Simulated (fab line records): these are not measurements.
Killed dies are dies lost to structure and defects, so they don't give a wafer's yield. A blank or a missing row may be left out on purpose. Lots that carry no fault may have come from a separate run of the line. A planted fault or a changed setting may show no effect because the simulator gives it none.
A struck lot beside a sound one :: flow n5 finfet :: 40 out of 1938 route steps
Sound: wafers L247.2, L247.3, L247.4. Wafers struck: L236.2, L236.4, L236.6. The cause is named last.
Per side, at each step with rows, come the tool, then ch with its chambers, and then its first start. Under that, the readings that differ: sound wafers :: struck wafers :: difference of the means :: sigmas: that difference in standard deviations of wafers without a fault.
alike: readings whose means differ by less than 2 such deviations, and words and numbers that are the same on both sides. not compared: withheld readings, readings that some wafer has no value for, bounds like >300 that may hide the same value, and numbers for which the record gives no deviation and whose values overlap.
Wherever a step has rows on one side only, a row that says differs or no value, or a row with sigmas, the two part there. When numbers do not overlap yet have no deviation, they are printed without sigmas and do not part them. A reading that every wafer of one side lacks parts them only if that side has two wafers or more.

first, 9 steps without rows for these wafers: N5_MOL_CONTACT_COAG_PRE_CLEAN_142 (time 60 s); N5_MOL_CONTACT_COAG_SPUTTER_130 (material Co, target thk 47.5 nm); N5_MOL_CONTACT_COAG_PRECLEAN_125 (cleans in DIW, time 57.5 s); N5_MOL_CONTACT_COAG_SRD_126 (dry time 32 s); N5_MOL_CONTACT_COAG_CMP_23 (polishes, stops on SiO2, t overpolish 1.5 s, target thk 0 nm); N5_MOL_CONTACT_COAG_WET_ETCH_26 (target Co, target depth 13 nm); N5_MOL_CONTACT_COAG_WET_ETCH_116 (etches the open film in SC1-inhibited, target depth 4.6 nm, rinse time 30 s); N5_MOL_CONTACT_COAG_ALD_27 (deposits SiOC, target thk 17 nm, pulse time 1.5 s, time 2720 s); N5_MOL_CONTACT_COAG_CMP_28 (polishes, stops on SiNx, t overpolish 0.85 s, target thk 14.522 nm).
N5_MOL_CONTACT_COAG_ALD_123: deposits SiNx, target thk 5 nm, pulse time 1 s, purge time 2 s.
  sound on ald sin-03 ch 1,2,3, day 10 20:04; struck on ald sin-01 ch 0,3, day 8 03:31
  alike: heater power w, precursor pulse height rel
then, 10 steps without rows for these wafers: N5_MOL_CONTACT_COAG_PECVD_31 (deposits SiO2 from TEOS/O2, target thk 46 nm, time 8.9 s); N5_MOL_CONTACT_COAG_COAT_75 (time 60 s, resist thk 60 nm); N5_MOL_CONTACT_COAG_COAT_76 (time 60 s, resist thk 10 nm); N5_MOL_CONTACT_COAG_COAT_77 (time 60 s, resist thk 10 nm); N5_MOL_CONTACT_COAG_COAT_78 (resist thk 40 nm); N5_MOL_CONTACT_COAG_EBR_80; N5_MOL_CONTACT_COAG_SOFTBAKE_79 (time 60 s); N5_MOL_CONTACT_COAG_EXPOSE_81 (exposes mask VG, defocus 0 nm); N5_MOL_CONTACT_COAG_PEB_82 (peb time 60 s); N5_MOL_CONTACT_COAG_DEVELOP_83 (develop time 30 s).
N5_MOL_CONTACT_COAG_INSPECT_57: inspects for defects (brightfield).
  sound: defect inspect-02 at day 10 21:07; struck: defect inspect-02 at day 8 04:27
reading: raw defect count
sound: 224 164 147
struck: 822 747 742
difference: +592
sigmas: +10
then, 16 steps without rows for these wafers: N5_MOL_CONTACT_COAG_DESCUM_88 (chemistry O2, time 7 s); N5_MOL_CONTACT_COAG_ETCH_89 (etches underlayer in N2/H2, target depth 13 nm, time 10.4 s); N5_MOL_CONTACT_COAG_ETCH_90 (etches SiARC in CF4, target depth 13 nm, time 21.7 s); N5_MOL_CONTACT_COAG_ALD_131 (deposits SiO2, target thk 5 nm, pulse time 1 s, co reactant pulse time 1 s); N5_MOL_CONTACT_COAG_ETCHBACK_132 (etches SiO2 in CHF3, target depth 10 nm, time 6.7 s); N5_MOL_CONTACT_COAG_ETCH_91 (etches SOC in N2/H2, target depth 60 nm, overetch 21 nm, time 101.2 s); N5_MOL_CONTACT_COAG_STRIP_92 (strips in N2/H2); N5_MOL_CONTACT_COAG_STRIP_93 (strips in N2/H2); N5_MOL_CONTACT_COAG_ETCHBACK_135 (etches SiO2 in CHF3, target depth 25 nm, time 16.7 s); N5_MOL_CONTACT_COAG_STRIP_118 (strips in CHF3); N5_MOL_CONTACT_COAG_VIA_ETCH_46 (etches SiO2 in C4F6/O2, target depth 46 nm, overetch 9.2 nm, time 40 s); N5_MOL_CONTACT_COAG_STRIP_96 (strips in N2/H2); N5_MOL_CONTACT_COAG_ETCH_47 (etches SiNx in CH3F/O2, stops on W, target depth 27 nm); N5_MOL_CONTACT_COAG_STRIP_119 (strips in N2/H2, time 30 s); N5_MOL_CONTACT_COAG_PRECLEAN_144 (cleans in alkaline clean, time 60 s); N5_MOL_CONTACT_COAG_SRD_145 (time 30 s).
N5_MOL_CONTACT_COAG_INSPECT_42: inspects for defects (brightfield).
  sound: defect inspect-02 at day 10 22:29; struck: defect inspect-01 at day 8 05:44
reading: raw defect count
sound: 230 191 161
struck: 829 782 771
difference: +600
sigmas: +10
-- a jump in the record: the struck wafers' starts before and after are 4 days apart (it breaks off in module MOL_CONTACT_COAG and resumes in module BEOL_M4, where the first step shown is number 1111 of the route) --
N5_BEOL_M4_RC_MEAS_101:
  sound on prober-01 ch 0, day 14 14:32; struck on prober-02 ch 0, day 11 20:17
  alike: DIBL_N, DIBL_P, IOFF_N, IOFF_P, ION_N, ION_P, SS_N, SS_P, VT_N, VT_P
-- record jumps: 5 days separate the struck wafers' starts on either side; left off in module BEOL_M4, taken up again in module PASSIVATION, whose first shown step is the route's number 1936 --
N5_PASSIVATION_PROBE_49:
  only the struck wafers here have rows in the record (prober-01, day 16 11:45); the sound ones have none

## WHERE THEY PART
Last at N5_PASSIVATION_PROBE_49 as far as this record goes, first at N5_MOL_CONTACT_COAG_INSPECT_57.

WHY: whatever the simulator had introduced
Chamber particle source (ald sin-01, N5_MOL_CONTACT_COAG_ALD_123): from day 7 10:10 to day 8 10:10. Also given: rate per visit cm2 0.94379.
